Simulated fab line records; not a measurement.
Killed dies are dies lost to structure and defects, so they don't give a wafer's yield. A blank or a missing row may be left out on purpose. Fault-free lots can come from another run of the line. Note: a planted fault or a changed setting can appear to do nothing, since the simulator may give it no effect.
Chamber matching -- flow nandHarc -- 4 sister chambers for NHARC_A_CONTACT_ETCH_75 on rieDiel-02
The step etches the open film in CF4, target depth 39 nm, time 65 s. 24 wafers are shown with their chamber, then 12 later ones without.

EACH WAFER AND ITS CHAMBER
wafer,chamber,showerheadPlenumPTorr (Torr),drypumpMotorCurrentA (A),oesProductAu (a.u.)
L075.1,2,1.65,5.8,1.006
L075.2,0,1.87,6.0,0.980
L075.5,3,1.67,5.9,0.982
L076.1,0,1.87,6.0,0.992
L076.2,1,1.66,5.7,0.995
L076.3,2,1.65,5.8,1.013
L078.2,0,1.87,6.0,0.985
L078.5,2,1.65,5.8,1.006
L078.6,0,1.87,6.0,0.989
L079.1,2,1.65,5.8,1.018
L079.5,0,1.86,6.0,0.990
L079.6,1,1.66,5.7,1.014
L080.3,0,1.86,6.0,0.985
L080.4,1,1.66,5.7,1.005
L080.6,3,1.66,5.8,0.984
L083.1,3,1.66,5.9,0.985
L083.2,1,1.66,5.7,0.989
L083.6,2,1.65,5.8,1.009
L088.1,3,1.66,5.9,0.977
L088.3,0,1.86,6.0,0.993
L088.4,2,1.64,5.8,1.009
L087.1,3,1.66,5.9,0.977
L087.3,2,1.64,5.8,1.001
L087.4,1,1.66,5.7,0.994

SIGNATURES (averages over the wafers above)
reading,chamber 0,chamber 1,chamber 2,chamber 3,scatter within a chamber
showerheadPlenumPTorr,1.8657,1.6600,1.6471,1.6620,0.00444
drypumpMotorCurrentA,6.000,5.700,5.800,5.880,0.02
oesProductAu,0.98771,0.99940,1.00886,0.98100,0.00619
Rule: a wafer's distance from a chamber is the root of the sum, over the readings, of the square of ((its reading less the chamber's mean) divided by the reading's scatter). If the next closest chamber is less than 2 further off than the closest, the wafer can't be placed; otherwise it belongs to the closest. The scatter is the square root of a quotient: the sum, over the shown wafers, of each reading's squared deviation from its chamber's mean, divided by wafers minus chambers.

WAFERS MISSING THEIR CHAMBER
wafer,showerheadPlenumPTorr (Torr),drypumpMotorCurrentA (A),oesProductAu (a.u.)
L091.3,1.66,5.7,1.003
L091.5,1.64,5.8,1.006
L091.6,1.66,5.7,1.000
L092.1,1.65,5.7,1.005
L092.2,1.64,5.8,1.002
L092.5,1.66,5.9,0.978
L096.2,1.66,5.9,0.970
L096.3,1.65,5.7,1.002
L096.4,1.64,5.8,1.002
L097.1,1.86,6.0,1.007
L097.3,1.66,5.9,0.991
L097.6,1.86,6.0,1.004

WHICH CHAMBER EACH ONE RAN IN
wafer,from the rows above,in truth
L091.3,1,1
L091.5,2,2
L091.6,1,1
L092.1,1,1
L092.2,2,2
L092.5,3,3
L096.2,3,3
L096.3,1,1
L096.4,2,2
L097.1,0,0
L097.3,3,3
L097.6,0,0
Correct placement for 12 of the 12. Left unplaced by these rows: 0. Number placed wrongly: 0.
